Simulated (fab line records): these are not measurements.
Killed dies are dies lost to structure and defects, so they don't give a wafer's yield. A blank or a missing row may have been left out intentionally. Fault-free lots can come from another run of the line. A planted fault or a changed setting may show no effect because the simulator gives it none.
Which tool did it? -- flow n5 finfet -- 10 lots, 28 wafers sampled, at 5 steps of a route of 1938

== WHAT EACH GAUGE READ, for each wafer ==
N5_FIN_CUT_OVL_MEAS_09. Usual: FIN_CUT_OVL 0.3 nm, standard deviation 0.7.
lot,measured,on,FIN_CUT_OVL (nm),flag
L987,day 2 02:26,overlay-02,-0.3 1.1 0.4,
L989,day 2 15:01,overlay-01,1.5 0.8 0.6,
L990,day 2 21:36,overlay-01,0.0 0.0 0.3,
L992,day 3 09:19,overlay-01,1.0 1.2 0.2,
L993,day 3 14:58,overlay-01,0.0 -0.4,
L997,day 4 14:34,overlay-01,1.3 1.0,
L105,day 6 13:44,overlay-02,-0.1 0.2 -0.7,
L108,day 7 09:25,overlay-02,-0.3 1.3 0.4,
L109,day 7 14:13,overlay-01,1.0 0.3 -0.2,
L110,day 8 01:09,overlay-02,0.4 0.4 -0.1,

N5_BEOL_M4_RC_MEAS_101. Usual: DIBL_N 36.5 mV/V, standard deviation 1.4; DIBL_P 36.6 mV/V, standard deviation 1.9; IOFF_N 0.167 nA/um, standard deviation 0.029; IOFF_P 0.21 nA/um, standard deviation 0.033; ION_N 674 uA/um, standard deviation 12; ION_P 460 uA/um, standard deviation 8.9; SS_N 71.6 mV/dec, standard deviation 0.57; SS_P 73.4 mV/dec, standard deviation 0.61; VT_N 249 mV, standard deviation 3.3; VT_P -250 mV, standard deviation 3.3.
lot,measured,on,DIBL_N (mV/V),DIBL_P (mV/V),IOFF_N (nA/um),IOFF_P (nA/um),ION_N (uA/um),ION_P (uA/um),SS_N (mV/dec),SS_P (mV/dec),VT_N (mV),VT_P (mV),flag
L987,day 8 10:10,prober-01,33.5 36.6 33.2,31.3 35.8 31.9,0.126 0.180 0.119,0.18 0.25 0.18,677 694 671,470 480 460,70.3 71.8 70.9,72.9 73.1 72.5,250 245 252,-249 -247 -250,
L989,day 8 10:22,prober-02,36.0 34.5 38.5,36.0 33.9 39.2,0.160 0.134 0.214,0.20 0.18 0.26,664 657 674,454 450 459,71.5 71.3 72.6,73.9 73.7 74.7,250 252 244,-252 -256 -247,
L990,day 8 13:14,prober-02,36.0 34.5 36.4,37.2 34.3 36.9,0.162 0.130 0.145,0.23 0.19 0.22,693 667 659,478 460 457,71.3 71.4 72.1,72.9 72.8 73.6,252 253 252,-252 -250 -250,
L992,day 9 04:07,prober-01,35.8 35.5 37.0,34.7 34.8 36.7,0.145 0.150 0.172,0.19 0.20 0.23,660 681 667,451 465 460,71.2 71.0 70.9,73.5 73.2 73.8,249 250 248,-251 -249 -248,
L993,day 9 12:14,prober-01,35.5 35.7,35.8 36.4,0.180 0.170,0.21 0.21,694 678,470 462,72.4 72.6,72.8 73.1,246 248,-249 -249,
L997,day 10 10:25,prober-02,37.5 35.2,38.8 36.2,0.177 0.130,0.20 0.16,677 657,454 447,71.9 71.7,73.4 73.6,249 251,-252 -257,
L105,day 13 01:41,prober-01,37.9 39.4 38.6,38.4 41.1 38.5,0.174 0.228 0.181,0.24 0.29 0.23,668 703 658,462 481 452,72.1 71.8 71.8,73.4 74.9 73.6,248 245 250,-251 -247 -251,
L108,day 13 07:11,prober-02,34.0 36.4 36.2,34.6 37.1 37.3,0.139 0.179 0.174,0.20 0.24 0.25,679 669 674,465 466 467,71.0 72.0 71.8,72.8 73.6 73.0,250 247 248,-249 -243 -245,
L109,day 13 16:08,prober-01,36.3 38.2 37.6,35.9 37.1 37.4,0.147 0.161 0.169,0.21 0.23 0.24,659 665 668,459 457 464,71.3 71.4 72.0,72.9 73.6 73.7,253 250 246,-249 -250 -249,
L110,day 13 20:43,prober-01,35.2 35.4 36.6,34.8 35.0 36.5,0.133 0.141 0.165,0.19 0.20 0.21,649 670 663,452 462 447,72.1 71.4 72.4,72.1 72.8 71.9,252 250 249,-252 -251 -251,

== EACH LOT AND THE TOOL THAT RAN IT (in order: tool; ch and the chambers of the sampled wafers; start) ==
lot,N5_FIN_CUT_STRIP_24,N5_FIN_CUT_CUT_ETCH_27,N5_FIN_CUT_CUT_ETCH_28
L987,"rie diel-04 ch 1,2, day 2 03:08","rie diel-04 ch 1,2, day 2 03:13","rie si-02 ch 0,2,3, day 2 03:25"
L989,"rie diel-03 ch 0,3, day 2 15:36","rie diel-03 ch 0,3, day 2 15:40","rie si-06 ch 0,3, day 2 15:52"
L990,"rie diel-04 ch 0,1,2, day 2 22:07","rie diel-04 ch 0,1,2, day 2 22:11","rie si-06 ch 0,2,3, day 2 22:25"
L992,"rie diel-01 ch 0,3, day 3 09:48","rie diel-01 ch 0,3, day 3 09:52","rie si-02 ch 1,2, day 3 10:05"
L993,"rie diel-04 ch 3, day 3 15:27","rie diel-04 ch 3, day 3 15:31","rie si-06 ch 1,3, day 3 15:43"
L997,"rie diel-01 ch 1,3, day 4 15:04","rie diel-01 ch 1,3, day 4 15:08","rie si-06 ch 3, day 4 15:20"
L105,"rie diel-01 ch 2,3, day 6 14:13","rie diel-01 ch 2,3, day 6 14:17","rie si-02 ch 1,2, day 6 14:29"
L108,"rie diel-03 ch 0,1, day 7 10:02","rie diel-03 ch 0,1, day 7 10:07","rie si-02 ch 0,2,3, day 7 10:19"
L109,"rie diel-04 ch 0,1,2, day 7 14:53","rie diel-04 ch 0,1,2, day 7 14:58","rie si-05 ch 1,2,3, day 7 15:10"
L110,"rie diel-01 ch 0,1,2, day 8 01:39","rie diel-01 ch 0,1,2, day 8 01:43","rie si-05 ch 1,2, day 8 01:55"
- N5_FIN_CUT_STRIP_24: strips in CF4.
- N5_FIN_CUT_CUT_ETCH_27: etches SiO2 in CHF3/O2, target depth 4 nm, overetch 2 nm, time 4.9 s.
- N5_FIN_CUT_CUT_ETCH_28: etches Si in HBr/Cl2/O2, target depth 6 nm, time 2.4 s.

== WHAT THE TOOLS THEMSELVES READ (means of the sampled wafers that have a number; where no wafer has one, the mark that the record gives instead) ==
N5_FIN_CUT_STRIP_24. Usual: drypump motor current A 5.6 A, standard deviation 0.43; oes product au 0.76 a.u., standard deviation 0.078; rf vpp V 270.8 V, standard deviation 1.5; showerhead plenum p Torr 1.78 Torr, standard deviation 0.059; throttle valve pct 13.53 %, standard deviation 0.28.
lot,tool,drypump motor current A (A),oes product au (a.u.),rf vpp V (V),showerhead plenum p Torr (Torr),throttle valve pct (%),flag
L987,rie diel-04,6.0,0.90,270.1,1.77,13.06,
L989,rie diel-03,5.8,0.70,270.3,1.79,13.66,
L990,rie diel-04,5.9,0.81,270.4,1.76,13.37,
L992,rie diel-01,5.4,0.76,272.7,1.84,13.47,
L993,rie diel-04,5.2,0.71,269.4,1.72,13.48,
L997,rie diel-01,5.7,0.82,272.4,1.82,13.32,
L105,rie diel-01,5.5,0.78,273.1,1.83,13.47,
L108,rie diel-03,6.2,0.69,271.4,1.82,13.83,
L109,rie diel-04,5.9,0.77,269.9,1.75,13.45,
L110,rie diel-01,5.3,0.86,270.0,1.75,13.30,

N5_FIN_CUT_CUT_ETCH_27. Usual: drypump motor current A 5.6 A, standard deviation 0.43; oes_o_777_au 0.76 a.u., standard deviation 0.079; oes product au 0.60 a.u., standard deviation 0.063; rf vpp V 522 V, standard deviation 11; showerhead plenum p Torr 2.39 Torr, standard deviation 0.079; throttle valve pct 18.74 %, standard deviation 0.23.
lot,tool,drypump motor current A (A),oes_o_777_au (a.u.),oes product au (a.u.),rf vpp V (V),showerhead plenum p Torr (Torr),throttle valve pct (%),flag
L987,rie diel-04,6.0,0.90,0.72,524,2.40,18.42,
L989,rie diel-03,5.8,0.72,0.56,511,2.39,18.78,
L990,rie diel-04,5.9,0.82,0.65,523,2.36,18.63,
L992,rie diel-01,5.4,0.76,0.61,529,2.49,18.73,
L993,rie diel-04,5.2,0.73,0.57,514,2.32,18.70,
L997,rie diel-01,5.7,0.84,0.67,522,2.44,18.57,
L105,rie diel-01,5.5,0.77,0.62,534,2.46,18.68,
L108,rie diel-03,6.2,0.70,0.55,527,2.44,19.00,
L109,rie diel-04,5.9,0.78,0.62,521,2.35,18.69,
L110,rie diel-01,5.3,0.88,0.68,519,2.36,18.60,

N5_FIN_CUT_CUT_ETCH_28. Usual: drypump motor current A 5.6 A, standard deviation 0.32; oes_o_777_au 0.99 a.u., standard deviation 0.04; oes product au 1.003 a.u., standard deviation 0.017; throttle valve pct 37.12 %, standard deviation 0.28.
lot,tool,drypump motor current A (A),oes_o_777_au (a.u.),oes product au (a.u.),throttle valve pct (%),flag
L987,rie si-02,5.5,1.02,0.996,37.09,
L989,rie si-06,5.7,0.98,0.993,36.93,
L990,rie si-06,5.6,0.98,1.008,37.09,
L992,rie si-02,5.5,0.99,1.014,36.91,
L993,rie si-06,5.5,0.99,1.026,37.20,
L997,rie si-06,5.9,1.04,1.030,37.18,
L105,rie si-02,5.5,0.99,1.013,36.92,
L108,rie si-02,5.6,1.02,0.997,37.08,
L109,rie si-05,5.8,0.99,1.013,37.44,
L110,rie si-05,5.4,0.96,1.004,37.23,

== THE ANSWER, worked out from the rows above alone ==
Rule: lot off if the mean of its wafers having a number is beyond 3 standard deviations from the usual mean. Also off: a lot with no number at a reading for which 4 or more lots have one. Where the step has rows for the other lots, those lots are counted as sound. First the gauges in route order, then the tools' own readings, where a lot's mean is used as printed above. At the first step where some lot is off, the reading lying furthest off is the one used; lots without a number count as furthest.
Nothing can be told from this: no lot is off at any reading shown.

== WHAT WAS PUT IN BY THE SIMULATOR ==
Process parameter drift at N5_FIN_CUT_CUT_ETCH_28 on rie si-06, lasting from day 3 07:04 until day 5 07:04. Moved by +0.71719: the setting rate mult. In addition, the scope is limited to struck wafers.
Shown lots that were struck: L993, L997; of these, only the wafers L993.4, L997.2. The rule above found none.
